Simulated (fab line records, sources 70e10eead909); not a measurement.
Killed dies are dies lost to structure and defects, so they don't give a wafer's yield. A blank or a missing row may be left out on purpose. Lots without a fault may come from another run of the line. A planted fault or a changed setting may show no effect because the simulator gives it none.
Problem report in the 8D (eight disciplines) form, filled by code | flow nand_harc | the parts of the form that need people (team, actions taken, sign-off) are left out

1. THE PROBLEM
thk_nm at NHARC_A_ONON_D2_THK_MEAS_14 reads a mean of 1541 nm on 3 wafers of 2 lots; wafers without a fault read 1001 nm with a standard deviation of 11. That is +49 standard deviations from the usual mean.
The step: measures by ellipsometry.
First seen on wafer L815.3, day 18 18:46, on film_metro-02. The record holds 36 wafers of 12 lots with a number at this step. Rule for "out", or "out of limits": more than 4 standard deviations from the usual mean. The other wafers with a number count as sound.

2. WHAT IT IS AND WHAT IT IS NOT
question                    | is                           | is not
which readings at this step | thk_nm                       | -
which lots                  | L815, L816                   | L802, L804, L805, L808, L809, L810, L814, L820, L822, L823
which wafers of those lots  | L815.3, L815.5, L816.3       | L815.4, L816.2, L816.6
read on which gauges        | film_metro-01, film_metro-02 | -
when                        | from day 18 18:46            | up to then (19 sound wafers); but 14 sound wafers of L814, L816, L820, L822, L823 came after

3. SUSPECTS, AND WHAT RULES EACH OUT
Counting: a tool at a process step up to the reading stays a suspect if it ran every lot that is out. Sound lots after the first of them don't rule it out here, since some wafers of a struck lot are sound.
- the gauge at NHARC_A_ONON_D2_THK_MEAS_14: ruled out. The wafers that are out were read on 2 gauges (film_metro-01, film_metro-02).
- pecvd_onon-01 at NHARC_A_ONON_D2_DEP_12 (target thk 1000 nm): kept. It ran every lot that is out, first L815 (day 18 18:22); its last sound lot up to then is L810 (day 16 14:10).
Left after counting: pecvd_onon-01 at NHARC_A_ONON_D2_DEP_12.

4. THE CAUSE (what the simulator had put in)
Process parameter drift: pecvd_onon-01, from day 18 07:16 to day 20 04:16, at NHARC_A_ONON_D2_DEP_12. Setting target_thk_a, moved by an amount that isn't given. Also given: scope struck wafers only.
Counting left only this tool.

5. THE CHAIN OF EFFECTS, in route order
Each row: a reading whose mean over the struck wafers that have a number lies more than 3 standard deviations from the usual. Only readings for which the record gives a usual standard deviation are gone through. hours: the time from each lot's start at the first step in this table that gives one to its start at this step, as a median over the lots. sigmas: the change in usual standard deviations.
hours | step                        | reading         | usual   | on struck wafers | change | sigmas
0     | NHARC_A_ONON_D2_THK_MEAS_14 | thk_nm          | 1001 nm | 1541             | +540   | +49
293   | NHARC_END_SORT_01           | killed_at_array | 56      | 674              | +618   | +33
293   | NHARC_END_SORT_01           | killed_dies     | 61      | 677              | +616   | +32

6. WHAT WOULD HAVE CAUGHT IT SOONER
In this record the first reading out of limits at a measuring or inspecting step was taken at day 18 18:46, 11 hours after the fault began at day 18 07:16.
Of the lots that are out (2), L816 began NHARC_A_ONON_D2_DEP_12 on pecvd_onon-01 after day 18 18:46. A hold on the tool at that time would have spared it.
